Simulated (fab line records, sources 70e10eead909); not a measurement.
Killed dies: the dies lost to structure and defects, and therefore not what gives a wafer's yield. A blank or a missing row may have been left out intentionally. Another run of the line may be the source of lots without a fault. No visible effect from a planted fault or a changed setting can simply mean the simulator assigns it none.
Which of the tools did it? -- flow nandHarc -- 12 lots with 36 wafers sampled at 2 steps, on a route of 1159 steps

== WHAT THE GAUGES READ, wafer by wafer ==
NHARC_P_M2_OVL_MEAS_10: pitch 340 nm.
lot,measured,on,overlayXNm (nm)
L075,day 6 12:25,overlay-02,-0.4 -0.1 -0.1
L077,day 7 00:50,overlay-01,0.7 1.1 0.2
L079,day 7 08:59,overlay-02,-0.4 -0.1 0.1
L082,day 8 04:04,overlay-02,-0.8 -0.1 -0.4
L083,day 8 05:20,overlay-01,1.5 1.1 1.7
L084,day 8 16:53,overlay-02,0.7 0.7 0.6
L086,day 9 06:40,overlay-01,-0.3 -0.2 -0.4
L090,day 9 19:44,overlay-01,-1.8 -1.7 -1.2
L092,day 10 10:50,overlay-02,0.1 0.3 0.1
L093,day 10 22:06,overlay-02,1.1 0.5 0.5
L095,day 11 10:23,overlay-02,0.3 0.1 0.0
L097,day 11 16:44,overlay-01,0.9 1.5 0.9

== WHAT TOOL EACH LOT RAN ON (gives the tool, then ch and the chambers of the sampled wafers, and finally the start) ==
lot,NHARC_P_M1_PRE_CLEAN_32
L075,"pecvd-02 ch 0,1,2, day 6 11:09"
L077,"pecvd-03 ch 0,2, day 6 23:23"
L079,"pecvd-03 ch 0,1, day 7 07:24"
L082,"pecvd-02 ch 0,1,2, day 8 02:40"
L083,"pecvd-03 ch 0,1,2, day 8 04:02"
L084,"pecvd-03 ch 0,1,2, day 8 15:30"
L086,"pecvd-02 ch 0,2, day 9 05:14"
L090,"pecvd-01 ch 0,1, day 9 18:28"
L092,"pecvd-02 ch 1,2, day 10 09:34"
L093,"pecvd-03 ch 0,1, day 10 20:42"
L095,"pecvd-03 ch 0,1, day 11 09:04"
L097,"pecvd-03 ch 0,2, day 11 15:26"
- NHARC_P_M1_PRE_CLEAN_32: time 12 s.

== THE ANSWER, worked out from the rows above alone ==
Rule: what is usual is taken from the lots themselves. The widest of any qualifying gaps counts: lots, ordered by their means at a reading, are off when they make up no more than a third of the lots, leave a main group of 4 or more, and stand apart from it by 3 or more times the standard deviation of that group's means. A main group whose means are all the same, to the digits that the tables above print for the reading, isn't used. A lot without any number at a reading at which 4 lots or more have one is off too. Any other lot the step has rows for is counted as sound.
Nothing can be told from this: no lot is off at any reading shown.

== WHAT THE SIMULATOR HAD INSERTED ==
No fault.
